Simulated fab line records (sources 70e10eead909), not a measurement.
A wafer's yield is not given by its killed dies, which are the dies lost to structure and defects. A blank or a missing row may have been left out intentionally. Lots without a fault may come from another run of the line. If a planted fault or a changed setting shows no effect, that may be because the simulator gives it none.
Struck lot and sound lot, side by side | flow nandHarc | 15 steps out of a route of 1302
Sound: these wafers, L467.2, L467.4, L467.5. Wafers L477.2, L477.4, L477.5 were the ones struck. The cause comes at the end.
Each step with rows lists, per side, the tool, then ch with its chambers, then its first start. Under that, the readings that differ: sound wafers | struck wafers | difference of the means | sigmas: that difference in standard deviations of wafers without a fault.
alike: same words and numbers on both sides, and readings whose means sit less than 2 such deviations apart. not compared: any withheld reading, any reading some wafer has no value for, any bound like >300 that may hide the same value, and any number with overlapping values for which the record gives no deviation.
Wherever a step has rows on one side only, a row that says differs or no value, or a row with sigmas, the two part there. Numbers that have no deviation but don't overlap get no sigmas and don't part them. A reading missing from all wafers of one side parts the sides only when that side holds two or more wafers.

NHARC_THIN_TSV_DEP_43: deposits SiO2, target thk 1328.5 nm.
  sound on pecvd-02 ch 0,1,2, day 26 08:23; struck on pecvd-03 ch 1,2, day 29 18:41
  alike: chamberPressureTorr, flowSccm, throttleValvePct
then, 8 steps without rows for these wafers: NHARC_THIN_TSV_DEHYDRATE_04 (time 120 s); NHARC_THIN_TSV_HMDS_05 (time 30 s); NHARC_THIN_TSV_COAT_06; NHARC_THIN_TSV_SOFTBAKE_07 (time 95 s); NHARC_THIN_TSV_EBR_08; NHARC_THIN_TSV_EXPOSE_09 (exposes mask TSV); NHARC_THIN_TSV_PEB_10 (peb time 85 s); NHARC_THIN_TSV_DEVELOP_11 (time 70 s).
NHARC_THIN_TSV_CD_MEAS_12 targets a cd of 1000 nm.
  sound on cdSem-03 ch 0, day 26 09:14; struck on cdSem-01 ch 0, day 29 19:26
  alike: cdNm
then, 1 step without rows for these wafers: NHARC_THIN_TSV_HARDBAKE_13 (time 80 s).
NHARC_THIN_TSV_DESCUM_14: chemistry O2, time 3 s.
  sound on rieDiel-10 ch 0,1,2, day 26 09:25; struck on rieDiel-09 ch 1,2,3, day 29 19:35
  alike: drypumpMotorCurrentA, mfcArSccm, oesProductAu, rfVppV, showerheadPlenumPTorr, throttleValvePct
  not compared: rfHoursCounterH
NHARC_THIN_TSV_ETCH_44: etches the open film in CF4/O2, target depth 1594.2 nm, time 797.1 s.
  sound on rieDiel-10 ch 1,2,3, day 26 09:35; struck on rieDiel-09 ch 0,2,3, day 29 19:47
reading             | sound             | struck            | difference | sigmas
oesProductAu (a.u.) | 1.000 0.990 0.993 | 1.094 1.044 1.083 | +0.079     | +7
rfFwdPowerW (W)     | 299.3 299.5 298.4 | 334.7 335.0 337.1 | +36.5      | +41
  alike: biasW, drypumpMotorCurrentA, mfcArSccm, rfVppV, showerheadPlenumPTorr, throttleValvePct
  not compared: rfHoursCounterH
NHARC_THIN_TSV_ETCH_15: target depth 3000 nm, bosch target overetch cycles 2, bosch etch step 2.8 s.
  sound on rieSi-02 ch 0,2,3, day 26 10:05; struck on rieSi-05 ch 0,1,2, day 29 20:16
  alike: drypumpMotorCurrentA
  not compared: rfHoursCounterH
NHARC_END_SORT_01:
  the record has rows for the sound wafers here (prober-02 ch 0, day 26 23:33) and none for the struck ones

== WHERE THEY PART ==
First at NHARC_THIN_TSV_ETCH_44; last, within this record, at NHARC_END_SORT_01.

WHY: what the simulator had put in
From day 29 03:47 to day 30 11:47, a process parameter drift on rieDiel-09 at NHARC_THIN_TSV_ETCH_44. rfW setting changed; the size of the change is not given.
